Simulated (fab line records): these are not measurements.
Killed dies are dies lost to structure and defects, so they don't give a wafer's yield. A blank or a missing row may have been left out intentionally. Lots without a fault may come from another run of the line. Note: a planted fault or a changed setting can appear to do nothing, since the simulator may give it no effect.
Which tool was responsible? ; flow nandHarc ; 11 lots with 33 wafers sampled at 4 steps, on a route of 1302 steps

WHAT THE GAUGES READ, wafer by wafer
The record lacks any reading of a measuring or inspecting step that a usual standard deviation could be used to judge.

WHICH TOOL RAN EACH LOT (tool, then ch and the chambers of the sampled wafers, then the start)
lot;NHARC_A_STAIRCASE_DESCUM_291;NHARC_A_STAIRCASE_DESCUM_312;NHARC_A_STAIRCASE_ETCH_453;NHARC_A_STAIRCASE_ALD_415
L567;rieDiel-03 ch 0,1,3, day 17 01:13;rieDiel-03 ch 1,2, day 17 06:16;rieDiel-03 ch 0,1,2, day 17 07:01;aldHk-01 ch 0,1, day 17 08:35
L568;rieDiel-07 ch 0,1,3, day 17 20:18;rieDiel-03 ch 1,3, day 18 01:49;rieDiel-03 ch 0,2, day 18 02:21;aldHk-04 ch 1,2,3, day 18 03:49
L569;rieDiel-10 ch 0,2, day 18 05:44;rieDiel-10 ch 1,3, day 18 12:20;rieDiel-10 ch 0,1, day 18 12:59;aldHk-04 ch 0,2, day 18 14:27
L570;rieDiel-03 ch 0,2,3, day 18 12:46;rieDiel-03 ch 2,3, day 18 18:16;rieDiel-03 ch 2,3, day 18 22:06;aldHk-01 ch 0,1, day 18 23:40
L580;rieDiel-03 ch 0,1,2, day 21 22:03;rieDiel-10 ch 0,2,3, day 22 03:31;rieDiel-10 ch 0,1,2, day 22 04:06;aldHk-01 ch 0,1,3, day 22 05:40
L581;rieDiel-10 ch 0,2,3, day 22 09:15;rieDiel-07 ch 1,3, day 22 14:24;rieDiel-07 ch 0,1,3, day 22 14:56;aldHk-01 ch 1,2, day 22 16:16
L582;rieDiel-03 ch 0,2,3, day 22 11:04;rieDiel-03 ch 1,2,3, day 22 16:04;rieDiel-03 ch 0,1,2, day 22 16:35;aldHk-03 ch 0,1,2, day 22 17:55
L583;rieDiel-03 ch 0,1, day 23 05:49;rieDiel-07 ch 0,2, day 23 11:37;rieDiel-07 ch 0,1,2, day 23 12:10;aldHk-04 ch 0,1, day 23 13:43
L588;rieDiel-03 ch 0,3, day 25 13:59;rieDiel-07 ch 0,2,3, day 25 19:06;rieDiel-07 ch 0,2,3, day 25 19:37;aldHk-01 ch 0,2,3, day 25 21:50
L589;rieDiel-03 ch 2,3, day 25 16:07;rieDiel-03 ch 0,1,3, day 25 21:27;rieDiel-03 ch 0,1,3, day 25 21:58;aldHk-01 ch 0,2,3, day 25 23:20
L590;rieDiel-07 ch 0,3, day 25 23:22;rieDiel-07 ch 0,2, day 26 04:35;rieDiel-07 ch 0,1, day 26 05:07;aldHk-04 ch 0,1,3, day 26 06:27
- NHARC_A_STAIRCASE_DESCUM_291: chemistry O2, time 3 s.
- NHARC_A_STAIRCASE_DESCUM_312: chemistry O2, time 3 s.
- NHARC_A_STAIRCASE_ETCH_453: etches the open film in CF4/O2, target depth 30 nm, overetch 3 nm, time 16.5 s.
- NHARC_A_STAIRCASE_ALD_415: deposits SiO2, target thk 30 nm, pulse time 6 s, ald cycles 300.

WHAT THE TOOLS THEMSELVES READ (means of the sampled wafers that have a number; where no wafer has one, the mark that the record gives instead)
NHARC_A_STAIRCASE_DESCUM_291. Usual: drypumpMotorCurrentA 5.8 A, standard deviation 0.48; oesProductAu 0.999 a.u., standard deviation 0.0081; rfVppV 57.8 V, standard deviation 0.93; showerheadPlenumPTorr 1.90 Torr, standard deviation 0.091; throttleValvePct 11.311 %, standard deviation 0.0091.
lot;tool;drypumpMotorCurrentA (A);oesProductAu (a.u.);rfVppV (V);showerheadPlenumPTorr (Torr);throttleValvePct (%);flag
L567;rieDiel-03;5.9;1.007;57.7;1.81;11.309;
L568;rieDiel-07;6.0;0.997;56.5;1.91;11.311;
L569;rieDiel-10;5.7;1.002;58.1;1.97;11.317;
L570;rieDiel-03;5.6;0.990;58.2;1.89;11.310;
L580;rieDiel-03;5.9;0.993;57.7;1.96;11.310;
L581;rieDiel-10;5.5;0.998;58.7;1.96;11.323;
L582;rieDiel-03;5.6;1.003;58.0;1.87;11.309;
L583;rieDiel-03;6.3;0.989;57.8;1.91;11.307;
L588;rieDiel-03;6.0;0.997;57.9;1.82;11.305;
L589;rieDiel-03;5.3;1.003;57.9;1.92;11.309;
L590;rieDiel-07;5.8;0.999;57.5;1.85;11.301;

NHARC_A_STAIRCASE_DESCUM_312. Usual: drypumpMotorCurrentA 5.8 A, standard deviation 0.51; oesProductAu 1.002 a.u., standard deviation 0.0093; rfVppV 57.8 V, standard deviation 0.92; showerheadPlenumPTorr 1.89 Torr, standard deviation 0.094; throttleValvePct 11.312 %, standard deviation 0.0088.
lot;tool;drypumpMotorCurrentA (A);oesProductAu (a.u.);rfVppV (V);showerheadPlenumPTorr (Torr);throttleValvePct (%);flag
L567;rieDiel-03;5.9;1.009;57.7;1.85;11.305;
L568;rieDiel-03;5.9;1.009;57.4;1.79;11.321;
L569;rieDiel-10;5.2;0.998;57.5;1.89;11.320;
L570;rieDiel-03;5.3;0.992;58.1;1.88;11.311;
L580;rieDiel-10;5.5;1.009;58.8;1.96;11.310;
L581;rieDiel-07;6.2;1.014;57.9;1.96;11.316;
L582;rieDiel-03;5.6;1.001;57.7;1.95;11.311;
L583;rieDiel-07;5.7;0.997;57.9;1.79;11.315;
L588;rieDiel-07;6.0;0.996;58.1;1.85;11.310;
L589;rieDiel-03;6.0;1.002;57.8;1.90;11.319;
L590;rieDiel-07;5.9;0.997;57.4;1.79;11.318;

NHARC_A_STAIRCASE_ETCH_453. Usual: drypumpMotorCurrentA 5.8 A, standard deviation 0.49; oesProductAu 1.001 a.u., standard deviation 0.0095; rfVppV 197.6 V, standard deviation 1.5; showerheadPlenumPTorr 1.32 Torr, standard deviation 0.064; throttleValvePct 13.396 %, standard deviation 0.0087.
lot;tool;drypumpMotorCurrentA (A);oesProductAu (a.u.);rfVppV (V);showerheadPlenumPTorr (Torr);throttleValvePct (%);flag
L567;rieDiel-03;5.9;0.994;197.8;1.31;13.408;
L568;rieDiel-03;5.9;0.990;197.2;1.32;13.401;
L569;rieDiel-10;5.8;1.010;197.6;1.32;13.394;
L570;rieDiel-03;5.3;0.988;198.1;1.35;13.399;
L580;rieDiel-10;6.0;0.994;197.6;1.34;13.396;
L581;rieDiel-07;6.0;0.996;197.0;1.33;13.392;
L582;rieDiel-03;5.9;0.999;198.6;1.37;13.394;
L583;rieDiel-07;5.9;1.003;197.3;1.29;13.390;
L588;rieDiel-07;5.9;0.999;196.7;1.29;13.393;
L589;rieDiel-03;5.9;0.997;198.0;1.32;13.392;
L590;rieDiel-07;5.7;1.000;197.2;1.28;13.396;

NHARC_A_STAIRCASE_ALD_415. Usual: heaterPowerW 445 W, standard deviation 49; precursorPulseHeightRel 1.001, standard deviation 0.02; susceptorTempC 300.01 C, standard deviation 0.19.
lot;tool;heaterPowerW (W);precursorPulseHeightRel;susceptorTempC (C);flag
L567;aldHk-01;410;1.024;299.93;
L568;aldHk-04;481;0.999;299.92;
L569;aldHk-04;538;0.984;300.08;
L570;aldHk-01;410;1.019;300.02;
L580;aldHk-01;411;1.010;299.98;
L581;aldHk-01;398;1.003;299.88;
L582;aldHk-03;432;1.003;299.90;
L583;aldHk-04;513;0.999;299.87;
L588;aldHk-01;412;1.001;300.10;
L589;aldHk-01;415;1.009;299.96;
L590;aldHk-04;482;0.990;300.03;

THE ANSWER, worked out from the rows above alone
Rule: lot off if the mean of its wafers having a number is beyond 3 standard deviations from the usual mean. A lot without any number at a reading at which 4 lots or more have one is off too. Where the step has rows for the other lots, those lots are counted as sound. After the gauges, taken in route order, come the tools' own readings; for these a lot's mean is taken, as printed above. At the first step where some lot is off, the reading lying furthest off is the one used; lots without a number count as furthest.
No lot is off on any of the readings shown, so nothing can be concluded from this.

WHAT THE SIMULATOR HAD PUT IN
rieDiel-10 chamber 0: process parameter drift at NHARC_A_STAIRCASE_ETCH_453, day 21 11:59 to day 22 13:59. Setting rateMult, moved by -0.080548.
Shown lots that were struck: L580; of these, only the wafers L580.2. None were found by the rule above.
